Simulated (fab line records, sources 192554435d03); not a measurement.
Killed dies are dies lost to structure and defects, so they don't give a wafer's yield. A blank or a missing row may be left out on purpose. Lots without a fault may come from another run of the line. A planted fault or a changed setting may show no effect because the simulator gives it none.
fab line records | flow n5_finfet
record lots=7 wafers=21
route steps=1938 shown WELL_APT@40 PMOS_HMC_CHANNEL_EPI@63 FIN_SAQP@125 SD_EPI_N@263 SDB@348
start_h: hours from the record's first day to the start of the lot's first wafer shown | wait_h: hours since the lot's step before | " the same as in the row above | L1.1+2: a row that stands for several wafers | - no value, or no start given | * or withheld: withheld | < > ~ a bound
route shown NAME@n: a module of which the file shows steps, and the number in the route of the first | usual: mean/standard deviation of fault-free wafers | same: alike in all rows | chamber/n: place in a boat | sites: the reading at each site | _std_site: their standard deviation | _edge_site: outer sites' mean less inner sites' | radius_mm: how far each site lies from the wafer's centre | mask NAME#n: copy n | behind: the tool/chamber that last shaped the wafer | hold: why the lot was held/for how many hours/how that ended | device: the transistor (n, p or np) that didn't switch | end of line: the same wafers' tests at the end of the route | a step without rows: its recipe alone | killed: dies lost to structure and defects at the first sort, not the wafer's yield | map: a wafer's dies, x killed, . not, _ none there
set.NAME: the setting as run; set.NAME@STEP: as run at that earlier step | model.NAME: the simulator's own value behind a step, which no gauge read
lots whose settings were changed on purpose; a table a step, a row a wafer
## steps
# step N5_WELL_APT_PEB_23
# recipe peb_temp_c=130 peb_time_s=90
# columns lot.wafer tool chamber start_h wait_h set.peb_temp_c
L077.1+5 litho_track-05 0 32.81 0.1 130
L077.3 " 0 " " 132.9
L078.2 litho_track-05 0 38.60 0.0 126.4
L078.3+5 " 0 " " 130
L085.2+5 litho_track-05 0 80.86 0.0 126.5
L085.4 " 0 " " 130
L086.1 litho_track-04 0 87.08 0.1 127
L086.3+4 " 0 " " 130
L089.2+3+5 litho_track-05 0 104.86 0.0 130
L091.2 litho_track-04 0 116.97 0.0 130
L091.4+5 " 0 " " 133.5
L095.1 litho_track-03 0 141.13 0.1 132.6
L095.3+6 " 0 " " 130
# step N5_WELL_APT_DEVELOP_24
# recipe develop_time_s=45 rinse_liquid=surfactant_rinse dry=air_spin dev_temp_c=21
# step N5_WELL_APT_HARDBAKE_29
# recipe temp_c=130 time_s=120
# step N5_WELL_APT_CD_MEAS_25
# recipe target_cd_nm=200 landing_energy_ev=500 detector=se_inlens
# usual cd_nm=199.9/2.3
# columns lot.wafer tool chamber start_h wait_h set.peb_temp_c@WELL_APT_PEB_23 cd_nm
L077.1 cd_sem-03 0 32.93 - 130 202.8
L077.3 " 0 " " 132.9 212.7
L077.5 " 0 " " 130 199.1
L078.2 cd_sem-02 0 38.71 - 126.4 178.8
L078.3 " 0 " " 130 197.9
L078.5 " 0 " " 130 195.2
L085.2 cd_sem-03 0 80.97 - 126.5 179.0
L085.4 " 0 " " 130 198.3
L085.5 " 0 " " 126.5 178.6
L086.1 cd_sem-03 0 87.19 - 127 177.5
L086.3 " 0 " " 130 198.2
L086.4 " 0 " " 130 197.9
L089.2 cd_sem-01 0 104.98 - 130 196.1
L089.3 " 0 " " 130 197.1
L089.5 " 0 " " 130 196.5
L091.2 cd_sem-03 0 117.08 - 130 196.5
L091.4 " 0 " " 133.5 218.1
L091.5 " 0 " " 133.5 216.3
L095.1 cd_sem-02 0 141.24 - 132.6 215.1
L095.3 " 0 " " 130 201.1
L095.6 " 0 " " 130 202.0
# step N5_WELL_APT_DESCUM_30
# recipe chemistry=O2 time_s=7.9 source_power_w=50 bias_power_w=20 pressure_mtorr=20 rf_frequency_hz=2.712e+07 temp_c=40 o2_flow_sccm=225
# columns lot.wafer tool chamber start_h wait_h set.peb_temp_c@WELL_APT_PEB_23 model.WELL_APT.cd_nm
L077.1 rie_diel-06 3 33.02 0.0 130 202
L077.3 " 0 " " 132.9 212.7
L077.5 " 0 " " 130 199.2
L078.2 rie_diel-02 1 38.81 0.0 126.4 179.1
L078.3 " 0 " " 130 197.8
L078.5 " 1 " " 130 194.9
L085.2 rie_diel-04 1 81.08 0.0 126.5 179
L085.4 " 0 " " 130 197.6
L085.5 " 1 " " 126.5 178.5
L086.1 rie_diel-02 0 87.28 0.0 127 177.2
L086.3 " 2 " " 130 198.3
L086.4 " 3 " " 130 197.9
L089.2+5 rie_diel-06 0,2 105.27 0.2 130 196.6
L089.3 " 1 " " 130 197.1
L091.2 rie_diel-02 1 117.17 0.0 130 196.4
L091.4 " 0 " " 133.5 217.9
L091.5 " 1 " " 133.5 216.4
L095.1 rie_diel-06 1 141.33 0.0 132.6 215
L095.3 " 2 " " 130 201.2
L095.6 " 1 " " 130 201.5
# step N5_PMOS_HMC_CHANNEL_EPI_PEB_07
# recipe peb_temp_c=110 peb_time_s=60 resist=CAR-ArF-block
# columns lot.wafer tool chamber start_h wait_h set.peb_temp_c
L077.1+5 litho_track-02 0 34.92 0.1 106.8
L077.3 " 0 " " 110
L078.2+3 litho_track-01 0 40.94 0.0 106.4
L078.5 " 0 " " 110
L085.2 litho_track-01 0 83.15 0.0 110
L085.4+5 " 0 " " 107
L086.1+3 litho_track-02 0 89.69 0.1 110
L086.4 " 0 " " 108.7
L089.2+3+5 litho_track-02 0 107.28 0.0 110
L091.2+4 litho_track-03 0 119.05 0.0 110
L091.5 " 0 " " 106.7
L095.1 litho_track-02 0 143.38 0.1 110
L095.3+6 " 0 " " 111.9
# step N5_PMOS_HMC_CHANNEL_EPI_DEVELOP_08
# recipe develop_time_s=30 developer=TMAH resist=CAR-ArF-block dev_temp_c=23 rinse_liquid=diw dry=air_spin
# step N5_PMOS_HMC_CHANNEL_EPI_CD_MEAS_09
# recipe target_cd_nm=237.4 landing_energy_ev=500 detector=se_inlens
# usual cd_nm=237.7/1.3
# columns lot.wafer tool chamber start_h wait_h set.peb_temp_c@PMOS_HMC_CHANNEL_EPI_PEB_07 cd_nm
L077.1 cd_sem-03 0 34.99 - 106.8 227.1
L077.3 " 0 " " 110 238.2
L077.5 " 0 " " 106.8 226.2
L078.2 cd_sem-02 0 41.00 - 106.4 228.1
L078.3 " 0 " " 106.4 225.1
L078.5 " 0 " " 110 238.4
L085.2 cd_sem-02 0 83.22 - 110 237.5
L085.4 " 0 " " 107 227.1
L085.5 " 0 " " 107 229.7
L086.1 cd_sem-02 0 89.76 - 110 236.4
L086.3 " 0 " " 110 238.8
L086.4 " 0 " " 108.7 234.7
L089.2 cd_sem-01 0 107.35 - 110 236.0
L089.3 " 0 " " 110 239.2
L089.5 " 0 " " 110 238.8
L091.2 cd_sem-01 0 119.12 - 110 236.7
L091.4 " 0 " " 110 236.8
L091.5 " 0 " " 106.7 225.6
L095.1 cd_sem-02 0 143.45 - 110 239.0
L095.3 " 0 " " 111.9 244.0
L095.6 " 0 " " 111.9 243.4
# step N5_PMOS_HMC_CHANNEL_EPI_DESCUM_14
# recipe chemistry=O2 time_s=7.9 source_power_w=50 bias_power_w=20 pressure_mtorr=20 rf_frequency_hz=2.712e+07 temp_c=40 resist=CAR-ArF-block o2_flow_sccm=225
# columns lot.wafer tool chamber start_h wait_h set.time_s set.peb_temp_c@PMOS_HMC_CHANNEL_EPI_PEB_07 model.PMOS_HMC_CHANNEL_EPI.cd_nm
L077.1 rie_diel-05 0 35.08 0.0 9.149 106.8 227.3
L077.3 " 3 " " 9.149 110 238
L077.5 " 0 " " 7.9 106.8 226.1
L078.2 rie_diel-03 0 41.17 0.1 9.074 106.4 227.9
L078.3 " 2 " " 7.9 106.4 224.7
L078.5 " 0 " " 7.9 110 238.5
L085.2 rie_diel-01 3 83.31 0.0 8.703 110 237.4
L085.4 " 3 " " 8.703 107 227.7
L085.5 " 3 " " 7.9 107 229.5
L086.1 rie_diel-05 1 89.85 0.0 8.523 110 236.6
L086.3 " 3 " " 8.523 110 238.6
L086.4 " 2 " " 7.9 108.7 234.8
L089.2 rie_diel-01 2 107.44 0.0 7.9 110 236.3
L089.3 " 3 " " 7.9 110 239.3
L089.5 " 3 " " 7.9 110 238.2
L091.2 rie_diel-05 3 119.21 0.0 7.9 110 237
L091.4 " 1 " " 7.9 110 236.9
L091.5 " 2 " " 7.9 106.7 225.5
L095.1 rie_diel-05 3 143.53 0.0 6.884 110 238.9
L095.3 " 0 " " 7.9 111.9 243.8
L095.6 " 1 " " 6.884 111.9 243
# step N5_PMOS_HMC_CHANNEL_EPI_ETCH_32
# recipe chemistry=N2/H2 target=BARC stop_on=SiO2 target_depth_a=858 over_etch_frac=0.3 time_s=50.3 ion_energy_ev=200 mask_material=CAR-ArF-block pressure_mtorr=30 source_w=840 bias_w=150 n2_flow_sccm=200 h2_flow_sccm=200
# columns lot.wafer tool chamber start_h wait_h set.peb_temp_c@PMOS_HMC_CHANNEL_EPI_PEB_07 model.PMOS_HMC_CHANNEL_EPI.cd_nm
L077.1 rie_diel-05 0 35.11 0.0 106.8 229.7
L077.3 " 3 " " 110 238.8
L077.5 " 0 " " 106.8 228.4
L078.2 rie_diel-03 0 41.21 0.0 106.4 231.5
L078.3 " 2 " " 106.4 227
L078.5 " 0 " " 110 242
L085.2 rie_diel-01 3 83.36 0.0 110 239.9
L085.4 " 3 " " 107 230.1
L085.5 " 3 " " 107 232
L086.1 rie_diel-05 1 89.88 0.0 110 238.7
L086.3 " 3 " " 110 240.9
L086.4 " 2 " " 108.7 238.5
L089.2 rie_diel-01 2 107.47 0.0 110 238.3
L089.3 " 3 " " 110 241.9
L089.5 " 3 " " 110 241.6
L091.2 rie_diel-05 3 119.24 0.0 110 239.3
L091.4 " 1 " " 110 238.7
L091.5 " 2 " " 106.7 228.2
L095.1 rie_diel-05 3 143.57 0.0 110 241.2
L095.3 " 0 " " 111.9 246.4
L095.6 " 1 " " 111.9 245.1
# step N5_FIN_SAQP_SPACER1_ALD_24
# recipe material=SiO2 target_thk_a=203 temp_c=300 ald_precursor_family=BDEAS ald_co_reactant=O2-plasma pulse_time_s=1 purge_time_s=2 co_reactant_purge_time_s=2 ald_cycles=218 pressure_torr=2
# columns lot.wafer tool chamber start_h wait_h set.ald_cycles model.SiO2_of_FIN_SAQP_SPACER1_ALD_24.thk_nm
L077.1 ald_sin-03 1 43.32 2.3 218 20.4
L077.3+5 " 2,1 " " 188 17.6
L078.2+3 ald_sin-03 2,1 48.10 0.9 218 20.4
L078.5 " 3 " " 230 21.4
L085.2 ald_sin-04 3 90.00 0.8 191 17.8
L085.4 " 0 " " 218 20.4
L085.5 " 2 " " 218 20.6
L086.1+3 ald_sin-02 2,1 96.27 0.3 218 20.2
L086.4 " 0 " " 186 17.2
L089.2+3+5 ald_sin-02 2,1,0 113.42 0.4 218 20.4
L091.2 ald_sin-04 1 125.83 0.3 218 20.2
L091.4+5 " 2 " " 238 22.6
L095.1 ald_sin-04 0 149.38 0.3 218 20.4
L095.3 " 1 " " 184 17
L095.6 " 1 " " 184 16.8
# step N5_FIN_SAQP_SPACER1_ETCHBACK_25
# recipe chemistry=CHF3/O2 mode=anisotropic_etchback target=SiO2 target_depth_a=244 time_s=12.2 pressure_mtorr=30 source_w=650 bias_w=170 Ar_flow_sccm=200 CHF3_flow_sccm=50 O2_flow_sccm=5 ion_energy_ev=200
# step N5_FIN_SAQP_MANDREL1_REMOVE_56
# recipe chemistry=HBr/Cl2/O2 bt_time_s=10 target=a-Si stop_on=SiNx endpoint=OES-SiCl over_etch_frac=1 icp_w=600 bias_w=22 HBr_flow_sccm=150 Cl2_flow_sccm=80 O2_flow_sccm=5 pressure_mtorr=10
# columns lot.wafer tool chamber start_h wait_h set.ald_cycles@FIN_SAQP_SPACER1_ALD_24 model.FIN_SAQP.cd_nm
L077.1 rie_si-02 3 44.12 0.1 218 20.4
L077.3+5 " 2,1 " " 188 17.6
L078.2+3 rie_si-01 0,1 49.00 0.1 218 20.4
L078.5 " 0 " " 230 21.6
L085.2 rie_si-02 2 90.80 0.1 191 17.8
L085.4+5 " 1 " " 218 20.6
L086.1 rie_si-02 3 97.07 0.1 218 20.2
L086.3 " 2 " " 218 20
L086.4 " 1 " " 186 17.2
L089.2+3 rie_si-03 1,3 114.23 0.1 218 20.4
L089.5 " 0 " " 218 20.6
L091.2 rie_si-03 2 126.63 0.1 218 20.4
L091.4+5 " 1 " " 238 22.6
L095.1 rie_si-03 0 150.19 0.1 218 20.6
L095.3+6 " 3,0 " " 184 17
# step N5_FIN_SAQP_CD_MEAS_27
# recipe target_cd_nm=20 landing_energy_ev=1000 detector=se_inlens polarity=line
# usual cd_nm=20.37/0.28
# columns lot.wafer tool chamber start_h wait_h set.ald_cycles@FIN_SAQP_SPACER1_ALD_24 cd_nm
L077.1 cd_sem-02 0 44.23 0.1 218 20.57
L077.3 " 0 " " 188 17.38
L077.5 " 0 " " 188 17.73
L078.2 cd_sem-02 0 49.11 0.1 218 20.42
L078.3 " 0 " " 218 20.27
L078.5 " 0 " " 230 21.67
L085.2 cd_sem-03 0 90.91 0.1 191 17.59
L085.4 " 0 " " 218 20.71
L085.5 " 0 " " 218 21.10
L086.1 cd_sem-02 0 97.18 0.1 218 20.18
L086.3 " 0 " " 218 19.74
L086.4 " 0 " " 186 17.28
L089.2 cd_sem-01 0 114.34 0.1 218 20.45
L089.3 " 0 " " 218 20.38
L089.5 " 0 " " 218 20.49
L091.2 cd_sem-02 0 126.75 0.1 218 20.61
L091.4 " 0 " " 238 22.77
L091.5 " 0 " " 238 22.89
L095.1 cd_sem-03 0 150.30 0.1 218 20.34
L095.3 " 0 " " 184 17.01
L095.6 " 0 " " 184 17.15
# step N5_SD_EPI_N_COAT_33
# recipe resist=SiARC temp_c=220 time_s=60 spin_rpm=1500 resist_thk_nm=35
# columns lot.wafer tool chamber start_h wait_h set.spin_rpm model.SiARC_of_SD_EPI_N_COAT_33.thk_nm
L077.1+3 litho_track-04 0 - - 1500 35
L077.5 " 0 " " 1429 36
L078.2+3 litho_track-05 0 - - 1500 34.8
L078.5 " 0 " " 1500 35
L085.2+5 litho_track-03 0 - - 1500 35.2
L085.4 " 0 " " 1500 35
L086.1 litho_track-04 0 - - 1500 35
L086.3+4 " 0 " " 1553 34.4
L089.2+3+5 litho_track-04 0 - - 1500 35
L091.2 litho_track-04 0 - - 1500 34.8
L091.4+5 " 0 " " 1500 35
L095.1+6 litho_track-04 0 - - 1642 33.4
L095.3 " 0 " " 1500 35
# step N5_SD_EPI_N_COAT_03
# recipe resist=CAR-ArF-block spin_rpm=1500 resist_thk_nm=150
# columns lot.wafer tool chamber start_h wait_h set.spin_rpm model.CAR-ArF-block_of_SD_EPI_N_COAT_03.thk_nm
L077.1 litho_track-04 0 - - 1500 150.2
L077.3+5 " 0 " " 1500 149.8
L078.2 litho_track-05 0 - - 1500 150.6
L078.3 " 0 " " 1500 150.4
L078.5 " 0 " " 1500 150
L085.2+4+5 litho_track-03 0 - - 1500 150.4
L086.1 litho_track-04 0 - - 1355 157.8
L086.3 " 0 " " 1355 158
L086.4 " 0 " " 1500 149.6
L089.2+3+5 litho_track-04 0 - - 1500 149.8
L091.2+5 litho_track-04 0 - - 1385 156.2
L091.4 " 0 " " 1500 149.8
L095.1 litho_track-04 0 - - 1375 157.6
L095.3 " 0 " " 1375 157.4
L095.6 " 0 " " 1500 151
# step N5_SD_EPI_N_EBR_05
# recipe solvent=PGMEA ebr_width_mm=1.5
# step N5_SD_EPI_N_SOFTBAKE_04
# recipe temp_c=110 time_s=60 resist=CAR-ArF-block
# step N5_SD_EPI_N_EXPOSE_06
# recipe mask_id=SD_N_BLK na=1.35 source_shape=conventional sigma_outer=0.8 polarization=unpolarized target_cd_nm=120 dose_mj=39.75
# step N5_SD_EPI_N_PEB_07
# recipe peb_temp_c=110 peb_time_s=60 resist=CAR-ArF-block
# step N5_SD_EPI_N_DEVELOP_08
# recipe develop_time_s=30 developer=TMAH resist=CAR-ArF-block dev_temp_c=23 rinse_liquid=diw dry=air_spin
# columns lot.wafer tool chamber start_h wait_h set.spin_rpm@SD_EPI_N_COAT_03 model.CAR-ArF-block_of_SD_EPI_N_COAT_03.thk_nm
L077.1 litho_track-05 0 - - 1500 148.4
L077.3 " 0 " " 1500 148
L077.5 " 0 " " 1500 148.2
L078.2 litho_track-04 0 - - 1500 149
L078.3 " 0 " " 1500 148.6
L078.5 " 0 " " 1500 148.2
L085.2+4+5 litho_track-03 0 - - 1500 148.6
L086.1 litho_track-04 0 - - 1355 156
L086.3 " 0 " " 1355 156.2
L086.4 " 0 " " 1500 147.8
L089.2 litho_track-04 0 - - 1500 148
L089.3+5 " 0 " " 1500 148.2
L091.2+5 litho_track-03 0 - - 1385 154.4
L091.4 " 0 " " 1500 148.2
L095.1 litho_track-03 0 - - 1375 155.8
L095.3 " 0 " " 1375 155.6
L095.6 " 0 " " 1500 149.2
# step N5_SD_EPI_N_DESCUM_14
# recipe chemistry=O2 time_s=7.9 source_power_w=50 bias_power_w=20 pressure_mtorr=20 rf_frequency_hz=2.712e+07 temp_c=40 resist=CAR-ArF-block o2_flow_sccm=225
# step N5_SD_EPI_N_ETCH_34
# recipe chemistry=CF4 target=SiARC target_depth_a=455 mask_material=CAR-ArF-block time_s=75.8 ion_energy_ev=80 pressure_mtorr=40 source_w=545 bias_w=36 Ar_flow_sccm=100 cf4_flow_sccm=100 ends=cleared
# columns lot.wafer tool chamber start_h wait_h set.spin_rpm@SD_EPI_N_COAT_33 set.spin_rpm@SD_EPI_N_COAT_03 model.CAR-ArF-block_of_SD_EPI_N_COAT_03.thk_nm model.etch.depth_nm
L077.1 rie_diel-06 2 73.60 0.0 1500 1500 111 35.08
L077.3 " 0 " " 1500 1500 110.8 34.96
L077.5 " 1 " " 1429 1500 110 35.95
L078.2 rie_diel-06 2 77.42 0.0 1500 1500 111.6 34.88
L078.3 " 1 " " 1500 1500 111.4 34.87
L078.5 " 1 " " 1500 1500 111 35
L085.2 rie_diel-04 3 117.45 0.0 1500 1500 111 35.11
L085.4 " 0 " " 1500 1500 111.4 35.05
L085.5 " 3 " " 1500 1500 111 35.18
L086.1 rie_diel-06 2 123.69 0.0 1500 1355 118.6 35.08
L086.3 " 1 " " 1553 1355 119.6 34.35
L086.4 " 1 " " 1553 1500 111.2 34.39
L089.2 rie_diel-04 1 139.24 0.0 1500 1500 110.8 34.99
L089.3 " 3 " " 1500 1500 110.8 34.97
L089.5 " 2 " " 1500 1500 110.8 35.02
L091.2 rie_diel-04 1 151.62 0.0 1500 1385 117.2 34.9
L091.4 " 2 " " 1500 1500 110.8 34.93
L091.5 " 1 " " 1500 1385 117.2 34.97
L095.1 rie_diel-04 3 175.59 0.0 1642 1375 119.8 33.43
L095.3 " 0 " " 1500 1375 118.2 35.06
L095.6 " 3 " " 1642 1500 113.2 33.44
# step N5_SDB_COAT_03
# recipe resist=SOC temp_c=250 time_s=60 spin_rpm=1500 resist_thk_nm=100
# columns lot.wafer tool chamber start_h wait_h set.spin_rpm model.SOC_of_SDB_COAT_03.thk_nm
L077.1 litho_track-01 0 90.45 0.1 1500 100.4
L077.3 " 0 " " 1368 105
L077.5 " 0 " " 1500 100.2
L078.2 litho_track-05 0 92.97 0.1 1561 98
L078.3 " 0 " " 1500 99.8
L078.5 " 0 " " 1500 100.2
L085.2 litho_track-05 0 134.05 0.1 1500 99.6
L085.4 " 0 " " 1500 99.8
L085.5 " 0 " " 1500 100
L086.1 litho_track-05 0 141.31 0.1 1500 100
L086.3 " 0 " " 1430 102.6
L086.4 " 0 " " 1430 102.4
L089.2+5 litho_track-04 0 155.34 0.1 1500 100.4
L089.3 " 0 " " 1500 100.6
L091.2 litho_track-05 0 167.66 0.1 1385 104.4
L091.4 " 0 " " 1500 99.8
L091.5 " 0 " " 1500 100
L095.1 litho_track-05 0 190.91 0.1 1500 100.4
L095.3+6 " 0 " " 1422 102.6
## key
split step=N5_WELL_APT_PEB_23 setting=peb_temp_c stated=130 by=wafer
response step=N5_WELL_APT_CD_MEAS_25 reading=cd_nm change=+7.08 per=1% r=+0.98
response step=N5_WELL_APT_DESCUM_30 reading=model.WELL_APT.cd_nm change=+7.05 per=1% r=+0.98
split step=N5_PMOS_HMC_CHANNEL_EPI_PEB_07 setting=peb_temp_c stated=110 by=wafer
response step=N5_PMOS_HMC_CHANNEL_EPI_CD_MEAS_09 reading=cd_nm change=+3.56 per=1% r=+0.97
response step=N5_PMOS_HMC_CHANNEL_EPI_DESCUM_14 reading=model.PMOS_HMC_CHANNEL_EPI.cd_nm change=+3.55 per=1% r=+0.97
response step=N5_PMOS_HMC_CHANNEL_EPI_ETCH_32 reading=model.PMOS_HMC_CHANNEL_EPI.cd_nm change=+3.41 per=1% r=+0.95
split step=N5_PMOS_HMC_CHANNEL_EPI_DESCUM_14 setting=time_s stated=7.9 by=wafer
response none clear
split step=N5_FIN_SAQP_SPACER1_ALD_24 setting=ald_cycles stated=218 by=wafer
response step=N5_FIN_SAQP_SPACER1_ALD_24 reading=model.SiO2_of_FIN_SAQP_SPACER1_ALD_24.thk_nm change=+0.216 per=1% r=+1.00
response step=N5_FIN_SAQP_MANDREL1_REMOVE_56 reading=model.FIN_SAQP.cd_nm change=+0.217 per=1% r=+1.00
response step=N5_FIN_SAQP_CD_MEAS_27 reading=cd_nm change=+0.219 per=1% r=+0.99
split step=N5_SD_EPI_N_COAT_33 setting=spin_rpm stated=1500 by=wafer
response step=N5_SD_EPI_N_COAT_33 reading=model.SiARC_of_SD_EPI_N_COAT_33.thk_nm change=-0.177 per=1% r=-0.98
response step=N5_SD_EPI_N_ETCH_34 reading=model.etch.depth_nm change=-0.179 per=1% r=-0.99
split step=N5_SD_EPI_N_COAT_03 setting=spin_rpm stated=1500 by=wafer
response step=N5_SD_EPI_N_COAT_03 reading=model.CAR-ArF-block_of_SD_EPI_N_COAT_03.thk_nm change=-0.828 per=1% r=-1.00
response step=N5_SD_EPI_N_DEVELOP_08 reading=model.CAR-ArF-block_of_SD_EPI_N_COAT_03.thk_nm change=-0.821 per=1% r=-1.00
response step=N5_SD_EPI_N_ETCH_34 reading=model.CAR-ArF-block_of_SD_EPI_N_COAT_03.thk_nm change=-0.784 per=1% r=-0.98
split step=N5_SDB_COAT_03 setting=spin_rpm stated=1500 by=wafer
response step=N5_SDB_COAT_03 reading=model.SOC_of_SDB_COAT_03.thk_nm change=-0.531 per=1% r=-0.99
